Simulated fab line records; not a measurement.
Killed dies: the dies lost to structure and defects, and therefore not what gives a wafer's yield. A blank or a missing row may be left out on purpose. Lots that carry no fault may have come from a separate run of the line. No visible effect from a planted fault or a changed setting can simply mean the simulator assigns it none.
A lot that was struck, set against a sound lot / flow nand harc / 16 steps out of a route of 1302
Sound: wafers L964.1, L964.4, L964.5. Wafers struck: L981.3, L981.5, L981.6. The cause is named last.
Each step with rows lists, per side, the tool, then ch with its chambers, then its first start. Under that, the readings that differ: sound wafers / struck wafers / difference of the means / sigmas: that difference in standard deviations of wafers without a fault.
alike: same words and numbers on both sides, and readings whose means sit less than 2 such deviations apart. not compared: any withheld reading, any reading some wafer has no value for, any bound like >300 that may hide the same value, and any number with overlapping values for which the record gives no deviation.
Wherever a step has rows on one side only, a row that says differs or no value, or a row with sigmas, the two part there. Numbers that don't overlap but have no deviation are shown without sigmas and don't part them. A reading missing from all wafers of one side parts the sides only when that side holds two or more wafers.

NHARC_P_START_INSPECT_01:
  sound: defect inspect-01 at day 2 16:02; struck: defect inspect-01 at day 9 18:02
  alike: raw defect count
then, 7 steps without rows for these wafers: NHARC_P_ZERO_WELL_PRECLEAN_00 (cleans in SPM, time 600 s); NHARC_P_ZERO_WELL_SRD_01; NHARC_P_ZERO_WELL_PECVD_02 (deposits SiO2, target thk 10 nm); NHARC_P_ZERO_WELL_DEHYDRATE_03 (time 120 s); NHARC_P_ZERO_WELL_HMDS_04 (time 30 s); NHARC_P_ZERO_WELL_COAT_64 (time 65 s); NHARC_P_ZERO_WELL_COAT_05 (resist thk 600 nm).
NHARC_P_ZERO_WELL_SOFTBAKE_06: time 70 s.
  sound on litho track-05 ch 0, day 2 16:00; struck on litho track-05 ch 0, day 9 18:00
reading=heater power total W (W); sound=199.3 202.6 198.8; struck=232.9 233.2 232.2; difference=+32.5; sigmas=+27
then, 4 steps without rows for these wafers: NHARC_P_ZERO_WELL_EBR_07; NHARC_P_ZERO_WELL_EXPOSE_08 (exposes mask P ZERO, target cd 500 nm); NHARC_P_ZERO_WELL_PEB_09 (peb time 80 s); NHARC_P_ZERO_WELL_DEVELOP_10 (time 50 s).
NHARC_P_ZERO_WELL_CD_MEAS_11 targets a cd of 500 nm.
  sound on cd sem-03 ch 0, day 2 17:15; struck on cd sem-02 ch 0, day 9 19:14
reading=cd nm (nm); sound=499.4 499.4 499.7; struck=542.0 544.7 545.1; difference=+44.4; sigmas=+30
then, 2 steps without rows for these wafers: NHARC_P_ZERO_WELL_HARDBAKE_12 (time 65 s); NHARC_END_SORT_01.

WHERE THEY PART
At NHARC_P_ZERO_WELL_SOFTBAKE_06 first; at NHARC_P_ZERO_WELL_CD_MEAS_11 last (within this record only).

WHY: what the simulator had put in
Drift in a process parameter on litho track-05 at NHARC_P_ZERO_WELL_SOFTBAKE_06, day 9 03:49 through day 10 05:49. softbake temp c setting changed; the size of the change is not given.
